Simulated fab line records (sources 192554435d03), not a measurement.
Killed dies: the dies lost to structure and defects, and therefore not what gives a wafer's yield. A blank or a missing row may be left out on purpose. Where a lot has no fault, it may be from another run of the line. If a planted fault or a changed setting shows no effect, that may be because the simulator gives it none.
The tool behind it: which one? | flow n5 finfet | 11 lots with 33 wafers sampled at 5 steps, on a route of 1938 steps

## WHAT THE GAUGES SHOWED, per wafer
N5_BEOL_M12_INSPECT_55: inspects for defects (darkfield). Usual: raw defect count at 68, with a standard deviation of 23.
lot  | measured     | on                | raw defect count | flag
L214 | day 12 16:23 | defect inspect-01 | 66 67 42         |
L217 | day 13 22:00 | defect inspect-02 | 57 108 65        |
L215 | day 13 22:32 | defect inspect-01 | 56 61 53         |
L220 | day 14 16:58 | defect inspect-01 | 64 45 49         |
L223 | day 15 13:55 | defect inspect-01 | 46 87 56         |
L227 | day 15 23:23 | defect inspect-01 | 39 45 59         |
L225 | day 16 03:14 | defect inspect-02 | 86 71 64         |
L226 | day 16 16:43 | defect inspect-01 | 53 73 88         |
L228 | day 17 09:08 | defect inspect-01 | 102 57 88        |
L232 | day 17 21:38 | defect inspect-01 | 51 43 63         |
L237 | day 19 00:09 | defect inspect-02 | 69 42 52         |

N5_BEOL_M13_OVL_MEAS_11. Usual: for V12_OVL the level is 0 nm and the standard deviation is 4.6.
lot  | measured     | on         | V12_OVL (nm) | flag
L214 | day 12 17:02 | overlay-01 | -11 -4 -12   |
L217 | day 13 22:31 | overlay-02 | -9 -2 -8     |
L215 | day 13 23:04 | overlay-01 | 1 2 -2       |
L220 | day 14 17:37 | overlay-01 | 5 -5 -5      |
L223 | day 15 14:27 | overlay-02 | 6 5 4        |
L227 | day 15 23:54 | overlay-01 | 2 3 0        |
L225 | day 16 03:53 | overlay-01 | 3 7 5        |
L226 | day 16 17:22 | overlay-01 | -2 -7 1      |
L228 | day 17 09:50 | overlay-01 | 9 8 0        |
L232 | day 17 22:13 | overlay-01 | 2 -1 8       |
L237 | day 19 00:41 | overlay-02 | 10 3 7       |

N5_BEOL_M14_CD_MEAS_10: the cd target is 250 nm. Usual: cd nm at 249.3 nm, with a standard deviation of 2.2.
lot  | measured     | on        | cd nm (nm)        | flag
L214 | day 12 21:14 | cd sem-03 | 247.9 248.1 251.7 |
L217 | day 14 02:47 | cd sem-03 | 250.9 250.2 248.5 |
L215 | day 14 02:57 | cd sem-01 | 248.6 251.0 251.9 |
L220 | day 14 23:02 | cd sem-01 | 248.1 248.8 250.1 |
L223 | day 15 18:18 | cd sem-03 | 250.8 249.5 249.6 |
L227 | day 16 04:57 | cd sem-02 | 248.6 248.9 251.5 |
L225 | day 16 12:04 | cd sem-02 | 231.5 233.0 230.8 | OFF
L226 | day 17 01:56 | cd sem-01 | 232.3 233.5 235.8 | OFF
L228 | day 17 18:07 | cd sem-03 | 249.6 251.6 252.6 |
L232 | day 18 02:56 | cd sem-02 | 252.4 253.2 251.1 |
L237 | day 19 05:46 | cd sem-02 | 249.8 252.2 254.1 |

## WHICH TOOL RAN EACH LOT (tool, then ch and the chambers of the sampled wafers, then the start)
lot  | N5_BEOL_M13_ILD_DEP_00          | N5_BEOL_M14_PEB_08
L214 | pecvd-02 ch 0,2, day 12 16:25   | litho track-02 ch 0, day 12 21:08
L217 | pecvd-02 ch 0,1, day 13 22:02   | litho track-02 ch 0, day 14 02:40
L215 | pecvd-02 ch 0,1, day 13 22:35   | litho track-04 ch 0, day 14 02:50
L220 | pecvd-03 ch 1,2, day 14 17:01   | litho track-02 ch 0, day 14 22:55
L223 | pecvd-03 ch 0,2, day 15 13:57   | litho track-02 ch 0, day 15 18:11
L227 | pecvd-04 ch 0,1, day 15 23:25   | litho track-04 ch 0, day 16 04:50
L225 | pecvd-03 ch 0,1,2, day 16 03:17 | litho track-01 ch 0, day 16 11:56
L226 | pecvd-04 ch 0,1,2, day 16 16:46 | litho track-01 ch 0, day 17 01:49
L228 | pecvd-02 ch 2, day 17 09:10     | litho track-04 ch 0, day 17 17:59
L232 | pecvd-02 ch 0,2, day 17 21:41   | litho track-02 ch 0, day 18 02:49
L237 | pecvd-02 ch 0,2, day 19 00:11   | litho track-02 ch 0, day 19 05:40
- N5_BEOL_M13_ILD_DEP_00: deposits SiOC from DEMS/O2, target thk 837.92 nm, time 166.4 s.
- N5_BEOL_M14_PEB_08: peb time 90 s.

## WHAT THE TOOLS THEMSELVES READ (means of the sampled wafers that have a number; where no wafer has one, the mark that the record gives instead)
N5_BEOL_M13_ILD_DEP_00. Usual: heater power w 499 W, standard deviation 79; rf fwd power W 497.8 W, standard deviation 1.5; showerhead plenum p Torr 5.697 Torr, standard deviation 0.016; throttle valve pct 11.9 %, standard deviation 0.54.
lot  | tool     | heater power w (W) | rf fwd power W (W) | showerhead plenum p Torr (Torr) | throttle valve pct (%) | flag
L214 | pecvd-02 | 510                | 498.4              | 5.706                           | 12.1                   |
L217 | pecvd-02 | 434                | 499.2              | 5.699                           | 12.0                   |
L215 | pecvd-02 | 453                | 499.3              | 5.688                           | 11.6                   |
L220 | pecvd-03 | 433                | 497.5              | 5.695                           | 11.4                   |
L223 | pecvd-03 | 486                | 498.2              | 5.692                           | 11.8                   |
L227 | pecvd-04 | 464                | 497.8              | 5.688                           | 11.7                   |
L225 | pecvd-03 | 502                | 497.7              | 5.693                           | 11.9                   |
L226 | pecvd-04 | 542                | 496.3              | 5.682                           | 11.9                   |
L228 | pecvd-02 | 544                | 498.8              | 5.701                           | 12.3                   |
L232 | pecvd-02 | 459                | 497.6              | 5.708                           | 12.4                   |
L237 | pecvd-02 | 460                | 496.6              | 5.707                           | 12.4                   |

N5_BEOL_M14_PEB_08. Usual: heater power total W 172.4 W, standard deviation 0.76; plate temp C 129.97 C, standard deviation 0.14.
lot  | tool           | heater power total W (W) | plate temp C (C) | flag
L214 | litho track-02 | 173.0                    | 129.96           |
L217 | litho track-02 | 172.5                    | 130.07           |
L215 | litho track-04 | 172.7                    | 129.93           |
L220 | litho track-02 | 172.5                    | 129.97           |
L223 | litho track-02 | 172.8                    | 129.90           |
L227 | litho track-04 | 172.6                    | 129.93           |
L225 | litho track-01 | 168.1                    | 127.34           | OFF
L226 | litho track-01 | 168.1                    | 127.15           | OFF
L228 | litho track-04 | 172.3                    | 129.97           |
L232 | litho track-02 | 172.1                    | 129.89           |
L237 | litho track-02 | 172.3                    | 129.87           |

## THE ANSWER, worked out from the rows above alone
Rule: take the mean of a lot's wafers that have a number; if it is more than 3 standard deviations from the usual mean, the lot is off. Also off: a lot with no number at a reading for which 4 or more lots have one. Any other lot the step has rows for is counted as sound. After the gauges, taken in route order, come the tools' own readings; for these a lot's mean is taken, as printed above. At the first step where some lot is off, the reading lying furthest off is the one used; lots without a number count as furthest.
Off: L225, L226 (N5_BEOL_M14_CD_MEAS_10, cd nm).
A tool fits if, at a process step before that reading, it ran every lot that is off, and no sound lot after the first of them. The gauges at N5_BEOL_M14_CD_MEAS_10 aren't tried: what is off there is off at N5_BEOL_M14_PEB_08 too, on other tools, and a gauge's error can't cause that. One fits: N5_BEOL_M14_PEB_08 on litho track-01. It ran no sound lot before its first lot that is off in this sample, so the start can't be narrowed down.
The tool's own readings at N5_BEOL_M14_PEB_08 bear it out: on the lots that are off they differ by more than 5 times the standard deviation of the sound lots' means. heater power total W reads 168.1 W there against 172.5 W on the sound lots; plate temp C reads 127.25 C there against 129.94 C on the sound lots.

## WHAT THE SIMULATOR PUT IN
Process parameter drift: litho track-01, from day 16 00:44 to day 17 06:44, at N5_BEOL_M14_PEB_08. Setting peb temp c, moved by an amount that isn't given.
Shown lots that were struck: L225, L226. The rule above found the same.
